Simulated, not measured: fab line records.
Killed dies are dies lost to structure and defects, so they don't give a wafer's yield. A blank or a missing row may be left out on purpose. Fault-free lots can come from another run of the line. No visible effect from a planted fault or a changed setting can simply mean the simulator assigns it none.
Problem report in the 8D (eight disciplines) form, filled by code :: flow nandHarc :: the parts of the form that need people (team, actions taken, sign-off) are left out

== 1. THE PROBLEM ==
NHARC_A_STAIRCASE_ETCH_169, runLengthS: mean 147.7 s over 1 wafer from 1 lot; wafers with no fault: 128.4 s, standard deviation 0.44. Measured from the usual mean, that is +44 standard deviations.
The step: etches the open film in CH3F/O2, target depth 50 nm, time 107.1 s.
Seen first at day 12 18:32 on rieDiel-10, wafer L706.4. At this step, 33 wafers from 11 lots have a number in the record. The rule behind "out" and "out of limits": a value lying over 4 standard deviations away from the usual mean. The other wafers with a number count as sound.

== 2. WHAT THIS IS AND IS NOT ==
question: which readings at this step
is: runLengthS
is not: biasW, drypumpMotorCurrentA, oesProductAu, throttleValvePct

question: which lots
is: L706
is not: L698, L699, L709, L711, L713, L714, L715, L717, L718, L721

question: which wafers of those lots
is: L706.4
is not: L706.1, L706.6

question: read on which tools
is: rieDiel-10
is not: rieDiel-13

question: when
is: from day 12 18:32
is not: up to then (8 sound wafers); but 24 sound wafers of L709, L711, L713, L714, L715, L717, L718, L721 came after

== 3. WHAT RULES OUT EACH SUSPECT ==
Counting: a tool at a process step up to the reading stays a suspect if it ran every lot that is out. Sound lots after the first of them don't rule it out here, since some wafers of a struck lot are sound.
- aldHk-02 at NHARC_A_CHANNEL_FILL_D1_ALD_25 (deposits SiOx, target thk 60 nm, pulse time 10 s, ald cycles 600): kept. It ran the lot that is out, L706 (day 12 03:00); its last sound lot up to then is L698 (day 10 06:16).
- rieDiel-01 at NHARC_A_CHANNEL_FILL_D1_STRIP_29 (strips in O2, time 20 s): kept. It ran the lot that is out, L706 (day 12 18:32); its last sound lot up to then is L698 (day 10 17:29). NHARC_A_CHANNEL_FILL_D1_STRIP_29: start missing for some lots; hours and lot order therefore follow NHARC_A_STAIRCASE_ETCH_169.
- rieDiel-10 at NHARC_A_STAIRCASE_ETCH_169 (etches the open film in CH3F/O2, target depth 50 nm, time 107.1 s): kept. It ran the lot that is out, L706 (day 12 18:32); its last sound lot up to then is L698 (day 10 17:29). Its own runLengthS readings are out on those wafers.
- Within aldHk-02 at NHARC_A_CHANNEL_FILL_D1_ALD_25, the wafers that are out were processed in chamber 2 and their sound lot-mates in chamber 3.
- Within rieDiel-01 at NHARC_A_CHANNEL_FILL_D1_STRIP_29, the wafers that are out were processed in chamber 3 and their sound lot-mates in chamber 2.
- Within rieDiel-10 at NHARC_A_STAIRCASE_ETCH_169: the wafers that are out ran in chamber 1; their sound lot-mates ran in chambers 2, 3.
Left after counting: aldHk-02 at NHARC_A_CHANNEL_FILL_D1_ALD_25, rieDiel-01 at NHARC_A_CHANNEL_FILL_D1_STRIP_29, rieDiel-10 at NHARC_A_STAIRCASE_ETCH_169.

== 4. THE CAUSE (what the simulator had put in) ==
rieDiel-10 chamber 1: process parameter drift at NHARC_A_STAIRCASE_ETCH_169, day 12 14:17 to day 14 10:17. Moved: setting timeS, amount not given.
Of the 3 suspects that counting leaves, this tool is one.

== 5. THE EFFECT CHAIN, in route order ==
Each row: a reading whose mean over the struck wafers that have a number lies more than 3 standard deviations from the usual. Only readings whose record carries a usual standard deviation are examined. hours: median over the lots of the time between each lot's start at the first step of this table that gives one and its start at this step. sigmas: the change, counted in usual standard deviations.
hours: 0
step: NHARC_A_STAIRCASE_ETCH_169
reading: runLengthS
usual: 128.4 s
on struck wafers: 147.7
change: +19.3
sigmas: +44
Its process steps:
- NHARC_A_STAIRCASE_ETCH_169: etches the open film in CH3F/O2, target depth 50 nm, time 107.1 s.

== 6. HOW IT WOULD HAVE BEEN CAUGHT EARLIER ==
The fault began at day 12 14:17; the first out-of-limits reading in this record came at day 12 18:32, 4 hours later.
